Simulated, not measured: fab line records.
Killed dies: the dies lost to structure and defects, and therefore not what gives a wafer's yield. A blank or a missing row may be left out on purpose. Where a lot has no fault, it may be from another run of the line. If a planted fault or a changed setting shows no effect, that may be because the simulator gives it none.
Which tool did it? + flow nandHarc + 12 lots, 36 wafers sampled, at 5 steps of a route of 1302

== WHAT EACH GAUGE READ, for each wafer ==
NHARC_THIN_TSV_CD_MEAS_33 targets a cd of 5000 nm. Usual: 4999.7 nm for cdNm, sd 2.2.
| lot  | measured     | on       | cdNm (nm)            | flag |
|------|--------------|----------|----------------------|------|
| L375 | day 24 09:22 | cdSem-02 | 5002.2 5000.9 5001.9 |      |
| L381 | day 26 15:26 | cdSem-01 | 5001.8 5003.0 5003.0 |      |
| L380 | day 26 16:50 | cdSem-02 | 4998.5 4997.1 4998.2 |      |
| L383 | day 28 03:47 | cdSem-03 | 5002.2 5002.9 5001.2 |      |
| L388 | day 29 11:51 | cdSem-03 | 5002.3 4999.0 4997.9 |      |
| L391 | day 32 13:28 | cdSem-01 | 4999.9 4998.5 4998.1 |      |
| L392 | day 32 14:41 | cdSem-02 | 4999.3 4998.7 4999.8 |      |
| L396 | day 32 15:56 | cdSem-02 | 4999.7 5000.7 5001.4 |      |
| L394 | day 32 18:14 | cdSem-01 | 4997.7 5002.7 5002.0 |      |
| L395 | day 32 19:32 | cdSem-03 | 4999.6 4999.3 4999.5 |      |
| L397 | day 33 12:55 | cdSem-01 | 4999.3 4999.8 4998.5 |      |
| L398 | day 34 02:33 | cdSem-02 | 4999.6 5002.6 5000.9 |      |

NHARC_END_SORT_01. Usual: for defectLimitedYield, 91 % with a standard deviation of 3.5; for killedAtArray, 59 with a standard deviation of 24; for killedAtOther, 0.7 with a standard deviation of 1.2; for killedAtPeriphery, 3.5 with a standard deviation of 2.6; for killedDies, 63 with a standard deviation of 24; for killedOpen, 3.2 with a standard deviation of 2.1; for killedShort, 2.4 with a standard deviation of 1.5.
| lot  | measured     | on        | defectLimitedYield (%) | killedAtArray | killedAtOther | killedAtPeriphery | killedDies | killedOpen | killedShort | flag |
|------|--------------|-----------|------------------------|---------------|---------------|-------------------|------------|------------|-------------|------|
| L375 | day 24 19:58 | prober-01 | 90 88 89               | 61 77 70      | 4 2 3         | 2 2 2             | 67 81 75   | 4 3 2      | 3 2 4       |      |
| L381 | day 27 01:14 | prober-01 | 86 83 83               | 95 112 108    | 2 0 6         | 1 2 1             | 98 114 115 | 2 1 3      | 3 5 0       |      |
| L380 | day 27 00:28 | prober-02 | 90 90 90               | 63 61 65      | 0 1 0         | 3 6 6             | 66 68 71   | 5 6 4      | 2 3 7       |      |
| L383 | day 28 12:53 | prober-02 | 88 87 87               | 74 80 82      | 0 0 1         | 4 7 6             | 78 87 89   | 4 5 3      | 9 3 4       |      |
| L388 | day 29 21:00 | prober-02 | 95 96 95               | 30 30 27      | 2 0 0         | 1 0 6             | 33 30 33   | 1 2 3      | 2 3 5       |      |
| L391 | day 32 23:24 | prober-02 | 89 88 88               | 71 76 77      | 0 0 0         | 2 3 3             | 73 79 80   | 7 3 4      | 1 0 4       |      |
| L392 | day 32 23:23 | prober-01 | 95 93 93               | 30 43 41      | 1 0 1         | 5 2 3             | 36 45 45   | 8 1 4      | 1 2 2       |      |
| L396 | day 33 07:10 | prober-01 | 97 97 96               | 15 18 23      | 0 0 0         | 4 1 2             | 19 19 25   | 0 3 3      | 2 0 2       |      |
| L394 | day 33 14:14 | prober-02 | 95 92 92               | 29 44 48      | 1 3 6         | 3 6 3             | 33 53 57   | 1 5 0      | 1 3 4       |      |
| L395 | day 33 06:24 | prober-02 | 89 88 91               | 67 76 57      | 0 0 0         | 5 6 3             | 72 82 60   | 8 4 1      | 3 0 0       |      |
| L397 | day 33 22:07 | prober-01 | 90 89 88               | 68 68 74      | 0 1 2         | 1 3 6             | 69 72 82   | 3 2 1      | 0 2 1       |      |
| L398 | day 34 11:32 | prober-02 | 91 94 93               | 54 41 46      | 2 1 0         | 2 2 2             | 58 44 48   | 1 1 3      | 3 3 3       |      |

== EACH LOT AND THE TOOL THAT RAN IT (in order: tool; ch and the chambers of the sampled wafers; start) ==
| lot  | NHARC_THIN_TSV_STRIP_45             | NHARC_THIN_TSV_DESCUM_35          | NHARC_THIN_TSV_ANNEAL_58      |
|------|-------------------------------------|-----------------------------------|-------------------------------|
| L375 | plasmaAsher-02 ch 0,1, day 24 04:34 | rieDiel-11 ch 1,2, day 24 09:31   | furnace-02 ch 0, day 24 13:56 |
| L381 | plasmaAsher-01 ch 0,1, day 26 10:34 | rieDiel-10 ch 1,2,3, day 26 15:37 | furnace-06 ch 0, day 26 19:57 |
| L380 | plasmaAsher-01 ch 0,1, day 26 11:59 | rieDiel-10 ch 1,2, day 26 17:00   | furnace-06 ch 0, day 26 19:57 |
| L383 | plasmaAsher-02 ch 0,1, day 27 22:53 | rieDiel-11 ch 0,2,3, day 28 03:57 | furnace-02 ch 0, day 28 08:22 |
| L388 | plasmaAsher-01 ch 0,1, day 29 06:54 | rieDiel-11 ch 1,2,3, day 29 12:01 | furnace-02 ch 0, day 29 16:28 |
| L391 | plasmaAsher-01 ch 0,1, day 32 08:35 | rieDiel-10 ch 2,3, day 32 13:37   | furnace-07, day 32 18:07      |
| L392 | plasmaAsher-01 ch 0,1, day 32 10:00 | rieDiel-11 ch 0,2,3, day 32 14:50 | furnace-07, day 32 18:07      |
| L396 | plasmaAsher-02 ch 0,1, day 32 11:03 | rieDiel-11 ch 0,3, day 32 16:07   | furnace-07 ch 0, day 32 18:07 |
| L394 | plasmaAsher-02 ch 0,1, day 32 13:22 | rieDiel-10 ch 1,2,3, day 32 18:24 | furnace-06, day 32 22:45      |
| L395 | plasmaAsher-01 ch 0,1, day 32 14:34 | rieDiel-11 ch 0,1,2, day 32 19:43 | furnace-06 ch 0, day 32 22:45 |
| L397 | plasmaAsher-01 ch 0,1, day 33 07:56 | rieDiel-11 ch 1,2,3, day 33 13:04 | furnace-02 ch 0, day 33 17:34 |
| L398 | plasmaAsher-02 ch 0,1, day 33 21:32 | rieDiel-09 ch 0,1, day 34 02:43   | furnace-06 ch 0, day 34 07:05 |
- NHARC_THIN_TSV_STRIP_45: strips in O2.
- NHARC_THIN_TSV_DESCUM_35: chemistry O2, time 3 s.
- NHARC_THIN_TSV_ANNEAL_58: time 1800 s.

== AS READ BY THE TOOLS THEMSELVES (means over the sampled wafers that have a number; for cases with no such wafer, the mark the record gives instead) ==
NHARC_THIN_TSV_STRIP_45. Usual: drypumpMotorCurrentA 5.9 A, standard deviation 0.43; heaterPowerW 341 W, standard deviation 25; rfReflPowerW 21 W, standard deviation 6.9.
| lot  | tool           | drypumpMotorCurrentA (A) | heaterPowerW (W) | rfReflPowerW (W) | flag |
|------|----------------|--------------------------|------------------|------------------|------|
| L375 | plasmaAsher-02 | 6.0                      | 322              | 14               |      |
| L381 | plasmaAsher-01 | 5.7                      | 361              | 28               |      |
| L380 | plasmaAsher-01 | 6.0                      | 352              | 26               |      |
| L383 | plasmaAsher-02 | 6.0                      | 321              | 14               |      |
| L388 | plasmaAsher-01 | 6.0                      | 350              | 25               |      |
| L391 | plasmaAsher-01 | 5.7                      | 355              | 28               |      |
| L392 | plasmaAsher-01 | 6.0                      | 363              | 25               |      |
| L396 | plasmaAsher-02 | 6.0                      | 317              | 14               |      |
| L394 | plasmaAsher-02 | 6.0                      | 312              | 14               |      |
| L395 | plasmaAsher-01 | 6.0                      | 353              | 26               |      |
| L397 | plasmaAsher-01 | 5.7                      | 359              | 29               |      |
| L398 | plasmaAsher-02 | 6.1                      | 327              | 14               |      |

NHARC_THIN_TSV_DESCUM_35. Usual: drypumpMotorCurrentA 5.8 A, standard deviation 0.64; oesProductAu 0.997 a.u., standard deviation 0.0082; rfVppV 57.9 V, standard deviation 0.84; showerheadPlenumPTorr 1.92 Torr, standard deviation 0.076; throttleValvePct 11.310 %, standard deviation 0.009.
| lot  | tool       | drypumpMotorCurrentA (A) | oesProductAu (a.u.) | rfVppV (V) | showerheadPlenumPTorr (Torr) | throttleValvePct (%) | flag |
|------|------------|--------------------------|---------------------|------------|------------------------------|----------------------|------|
| L375 | rieDiel-11 | 5.7                      | 0.995               | 57.2       | 1.84                         | 11.315               |      |
| L381 | rieDiel-10 | 6.3                      | 1.002               | 57.8       | 1.90                         | 11.309               |      |
| L380 | rieDiel-10 | 6.3                      | 1.002               | 58.0       | 1.87                         | 11.313               |      |
| L383 | rieDiel-11 | 6.2                      | 1.002               | 57.0       | 1.94                         | 11.318               |      |
| L388 | rieDiel-11 | 6.0                      | 1.004               | 57.2       | 1.87                         | 11.317               |      |
| L391 | rieDiel-10 | 6.1                      | 0.999               | 58.2       | 1.91                         | 11.310               |      |
| L392 | rieDiel-11 | 6.2                      | 0.997               | 58.2       | 1.94                         | 11.318               |      |
| L396 | rieDiel-11 | 6.6                      | 0.995               | 58.3       | 2.00                         | 11.310               |      |
| L394 | rieDiel-10 | 6.2                      | 0.996               | 57.8       | 1.90                         | 11.314               |      |
| L395 | rieDiel-11 | 6.0                      | 0.996               | 57.7       | 1.91                         | 11.312               |      |
| L397 | rieDiel-11 | 5.9                      | 0.995               | 57.5       | 1.87                         | 11.310               |      |
| L398 | rieDiel-09 | 5.2                      | 0.999               | 58.1       | 1.93                         | 11.310               |      |

NHARC_THIN_TSV_ANNEAL_58. Usual: runLengthS 1833 s, standard deviation 8.3; spikeTcBottomC 423.1 C, standard deviation 3; spikeTcCentreC 399.9 C, standard deviation 1; zonePowerTopPct 11.7 %, standard deviation 0.88.
| lot  | tool       | runLengthS (s) | spikeTcBottomC (C) | spikeTcCentreC (C) | zonePowerTopPct (%) | flag |
|------|------------|----------------|--------------------|--------------------|---------------------|------|
| L375 | furnace-02 | 1836           | 420.0              | 401.0              | 10.6                |      |
| L381 | furnace-06 | 1831           | 424.3              | 398.7              | 12.7                |      |
| L380 | furnace-06 | 1837           | 422.5              | 400.4              | 12.7                |      |
| L383 | furnace-02 | 1837           | 420.0              | 399.9              | 10.6                |      |
| L388 | furnace-02 | 1836           | 420.8              | 400.2              | 10.6                |      |
| L391 | furnace-07 | -              | -                  | -                  | -                   | OFF  |
| L392 | furnace-07 | -              | -                  | -                  | -                   | OFF  |
| L396 | furnace-07 | 1821           | 427.9              | 398.8              | 11.9                |      |
| L394 | furnace-06 | -              | -                  | -                  | -                   | OFF  |
| L395 | furnace-06 | 1830           | 423.5              | 399.2              | 12.5                |      |
| L397 | furnace-02 | 1851           | 418.6              | 400.4              | 10.6                |      |
| L398 | furnace-06 | 1833           | 424.4              | 400.1              | 12.6                |      |

== THE ANSWER, worked out from the rows above alone ==
Rule: a lot counts as off when the mean over its wafers that have a number is more than 3 standard deviations away from the usual mean. A lot without any number at a reading at which 4 lots or more have one is off too. All remaining lots with rows at the step are treated as sound. After the gauges, taken in route order, come the tools' own readings; for these a lot's mean is taken, as printed above. The first step at which some lot is off is used, and at that step the reading that is off furthest; a lot without a number counts as furthest.
Off: L391, L392, L394 (NHARC_THIN_TSV_ANNEAL_58, runLengthS). Without a number there: L391, L392, L394.
A tool fits if, at that step or a process step before it, it ran every lot that is off, and no sound lot after the first of them. None of those tried fits.

== WHAT WAS PUT IN BY THE SIMULATOR ==
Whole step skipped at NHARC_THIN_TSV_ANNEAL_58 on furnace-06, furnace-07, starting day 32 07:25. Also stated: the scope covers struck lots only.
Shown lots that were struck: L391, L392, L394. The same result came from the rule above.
